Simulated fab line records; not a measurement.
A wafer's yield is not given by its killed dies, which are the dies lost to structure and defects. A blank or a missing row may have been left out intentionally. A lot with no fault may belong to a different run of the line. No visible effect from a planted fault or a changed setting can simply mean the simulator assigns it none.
2 desks, one fault | flow nandHarc | what lay behind the numbers comes last; until then each desk has only its own

== THE DEFECT DESK ==
For each lot, the counts of the inspections along the route, averaged over the sampled wafers that have a number. If a lot's mean is further than 4 standard deviations from the usual mean, the lot is out of limits and carries the mark OUT (the distance appears in the brackets).
Columns: A = rawDefectCount at NHARC_A_CONTACT_INSPECT_71, usual 83
lot  | first seen here | A
L693 | day 22 10:50    | 71
L694 | day 22 20:13    | 103
L697 | day 24 15:55    | 112
L699 | day 25 03:30    | 81
L698 | day 25 11:38    | 121
L703 | day 26 02:07    | 77
L700 | day 26 07:07    | 85
L704 | day 27 12:01    | 127
L710 | day 29 07:55    | 353 (+8.7) OUT
L714 | day 31 00:26    | 368 (+9.2) OUT
L715 | day 31 15:22    | 92
Finding of this desk: L710, L714 out of limits; the first was L710 at day 29 07:55, on rawDefectCount at NHARC_A_CONTACT_INSPECT_71. In limits: L693, L694, L697, L699, L698, L703, L700, L704, L715.

== FOR THE TOOL OWNER'S DESK: pecvd-03 ==
The tool's own readings at NHARC_A_CONTACT_DEP_58 (deposits SiON, target thk 90 nm): means of the sampled wafers that have a number, for each lot that ran on this tool. If a lot's mean is further than 4 standard deviations from the usual mean, the lot is out of limits and carries the mark OUT (the distance appears in the brackets).
Columns: A = heaterPowerW at NHARC_A_CONTACT_DEP_58, usual 770 W
lot  | first seen here | A
L694 | day 22 19:22    | 845
L703 | day 26 01:19    | 811
L704 | day 27 11:13    | 790
L710 | day 29 07:05    | 776
L714 | day 30 23:38    | 747
This desk's verdict: no lot among the 5 shows anything out of limits.

== ALL TOGETHER ==
The defect desk could have raised an alarm at day 29 07:55, on L710, L714.
The desk of the tool owner found nothing out of limits.
The tool owner's desk has L710, L714 on record, within its limits.
All the named lots went through NHARC_A_CONTACT_DEP_58 on pecvd-03.

== WHAT THE SIMULATOR HAD PUT IN ==
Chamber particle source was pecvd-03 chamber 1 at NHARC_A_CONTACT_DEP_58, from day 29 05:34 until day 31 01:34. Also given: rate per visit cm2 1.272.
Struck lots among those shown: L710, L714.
Hours from the fault's start to each desk's first reading out of limits: the defect desk, 2.
